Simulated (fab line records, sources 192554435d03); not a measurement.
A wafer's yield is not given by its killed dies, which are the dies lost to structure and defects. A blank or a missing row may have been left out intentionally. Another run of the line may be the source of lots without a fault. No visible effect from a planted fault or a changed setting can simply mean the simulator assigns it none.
Matching of chambers | flow n5Finfet | 4 sister chambers for N5_GATE_CUT_SAC_CAP_01 on aldSin-04
The step material SiNx, target thk 24 nm, pulse time 1 s, ald cycles 480. 20 wafers are shown with their chamber, then 10 later ones without.

== EACH WAFER AND ITS CHAMBER ==
wafer  | chamber | heaterPowerW (W) | precursorPulseHeightRel
L078.1 | 0       | 868              | 1.005
L078.2 | 2       | 749              | 0.994
L078.3 | 3       | 862              | 0.972
L078.4 | 1       | 970              | 0.999
L078.5 | 2       | 736              | 0.994
L078.6 | 1       | 1011             | 0.991
L081.2 | 0       | 908              | 0.985
L081.4 | 1       | 979              | 1.028
L081.5 | 0       | 861              | 0.997
L084.2 | 2       | 733              | 1.030
L084.4 | 3       | 883              | 0.984
L084.6 | 0       | 877              | 0.970
L086.3 | 3       | 885              | 1.019
L086.4 | 0       | 884              | 0.987
L086.5 | 3       | 872              | 1.004
L088.2 | 3       | 893              | 1.010
L088.4 | 0       | 868              | 1.032
L088.5 | 1       | 986              | 0.993
L091.1 | 2       | 748              | 1.025
L091.2 | 3       | 902              | 1.007

SIGNATURES, as means of the wafers listed above
reading                 | chamber 0 | chamber 1 | chamber 2 | chamber 3 | scatter within a chamber
heaterPowerW            | 877.67    | 986.50    | 741.50    | 882.83    | 15
precursorPulseHeightRel | 0.99600   | 1.00275   | 1.01075   | 0.99933   | 0.0191
Rule: for a wafer and a chamber, the distance is found by dividing, reading by reading, the gap between the wafer's reading and the chamber's mean by the reading's scatter, squaring, summing and taking the root. If the next closest chamber is less than 2 further off than the closest, the wafer can't be placed; otherwise it belongs to the closest. How the scatter is found: for the shown wafers, subtract from each reading the mean of its chamber, square and add these, divide the total by (wafers less chambers), then take the root.

== WAFERS WITH NO CHAMBER GIVEN ==
wafer  | heaterPowerW (W) | precursorPulseHeightRel
L091.3 | 886              | 1.001
L093.2 | 889              | 0.980
L093.3 | 1005             | 0.967
L093.4 | 900              | 1.013
L094.1 | 977              | 1.026
L094.2 | 879              | 1.020
L094.3 | 770              | 0.979
L094.4 | 882              | 1.013
L094.5 | 871              | 1.009
L094.6 | 775              | 1.027

== THE CHAMBER EACH PASSED THROUGH ==
wafer  | from the rows above     | in truth
L091.3 | can't be placed: 3 or 0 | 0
L093.2 | can't be placed: 3 or 0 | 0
L093.3 | 1                       | 1
L093.4 | can't be placed: 3 or 0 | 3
L094.1 | 1                       | 1
L094.2 | can't be placed: 3 or 0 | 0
L094.3 | 2                       | 2
L094.4 | can't be placed: 3 or 0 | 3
L094.5 | can't be placed: 0 or 3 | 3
L094.6 | 2                       | 2
Correctly placed: 4 of 10. Can't be placed from these rows: 6 (the true chamber is among the candidates in 6). Wrongly placed: 0.
